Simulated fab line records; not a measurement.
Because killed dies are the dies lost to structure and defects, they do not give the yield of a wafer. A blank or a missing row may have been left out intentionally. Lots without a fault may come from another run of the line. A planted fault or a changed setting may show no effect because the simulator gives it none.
Chamber matching | flow n5 finfet | 4 sister chambers for N5_BEOL_M6_STRIP_67 on rie diel-06
The step strips in CF4. 18 wafers are shown with their chamber, then 9 later ones without.

WAFERS, EACH WITH ITS CHAMBER
wafer  | chamber | drypump motor current A (A) | showerhead plenum p Torr (Torr) | throttle valve pct (%)
L074.2 | 1       | 4.8                         | 1.74                            | 13.56
L074.3 | 0       | 5.2                         | 1.76                            | 13.54
L074.4 | 3       | 6.7                         | 1.76                            | 13.46
L078.3 | 2       | 5.4                         | 1.70                            | 13.88
L078.5 | 0       | 5.2                         | 1.76                            | 13.57
L078.6 | 1       | 4.9                         | 1.74                            | 13.59
L081.1 | 0       | 5.2                         | 1.76                            | 13.56
L081.2 | 3       | 6.7                         | 1.76                            | 13.51
L081.3 | 2       | 5.3                         | 1.70                            | 13.88
L082.1 | 1       | 4.8                         | 1.74                            | 13.61
L082.3 | 0       | 5.2                         | 1.76                            | 13.59
L082.6 | 2       | 5.3                         | 1.70                            | 13.91
L088.2 | 3       | 6.7                         | 1.76                            | 13.52
L088.5 | 3       | 6.7                         | 1.76                            | 13.49
L088.6 | 0       | 5.2                         | 1.76                            | 13.61
L089.2 | 3       | 6.7                         | 1.75                            | 13.54
L089.3 | 0       | 5.1                         | 1.75                            | 13.63
L089.6 | 3       | 6.7                         | 1.75                            | 13.53

SIGNATURES (means of the wafers above)
reading                  | chamber 0 | chamber 1 | chamber 2 | chamber 3 | scatter within a chamber
drypump motor current A  | 5.183     | 4.833     | 5.333     | 6.700     | 0.0393
showerhead plenum p Torr | 1.7583    | 1.7400    | 1.7000    | 1.7567    | 0.00393
throttle valve pct       | 13.5833   | 13.5867   | 13.8900   | 13.5083   | 0.0289
Rule: distance of a wafer from a chamber = root of the sum over the readings of ((wafer's reading minus chamber's mean) / reading's scatter) squared. If the next closest chamber is less than 2 further off than the closest, the wafer can't be placed; otherwise it belongs to the closest. The scatter is the square root of a quotient: the sum, over the shown wafers, of each reading's squared deviation from its chamber's mean, divided by wafers minus chambers.

WAFERS WHOSE CHAMBER IS MISSING
wafer  | drypump motor current A (A) | showerhead plenum p Torr (Torr) | throttle valve pct (%)
L090.1 | 5.2                         | 1.75                            | 13.62
L090.2 | 6.7                         | 1.75                            | 13.54
L090.3 | 4.8                         | 1.73                            | 13.65
L095.2 | 5.4                         | 1.91                            | 13.35
L095.3 | 6.7                         | 1.75                            | 13.57
L095.5 | 5.1                         | 1.75                            | 13.66
L094.1 | 5.2                         | 1.75                            | 13.66
L094.2 | 6.7                         | 1.75                            | 13.58
L094.5 | 6.7                         | 1.75                            | 13.57

EACH ONE'S CHAMBER
wafer  | from the rows above | in truth
L090.1 | 0                   | 0
L090.2 | 3                   | 3
L090.3 | 1                   | 1
L095.2 | 0                   | 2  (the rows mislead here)
L095.3 | 3                   | 3
L095.5 | 0                   | 0
L094.1 | 0                   | 0
L094.2 | 3                   | 3
L094.5 | 3                   | 3
Correctly placed: 8 of 9. From these rows, 0 cannot be placed. Placed wrongly: 1.
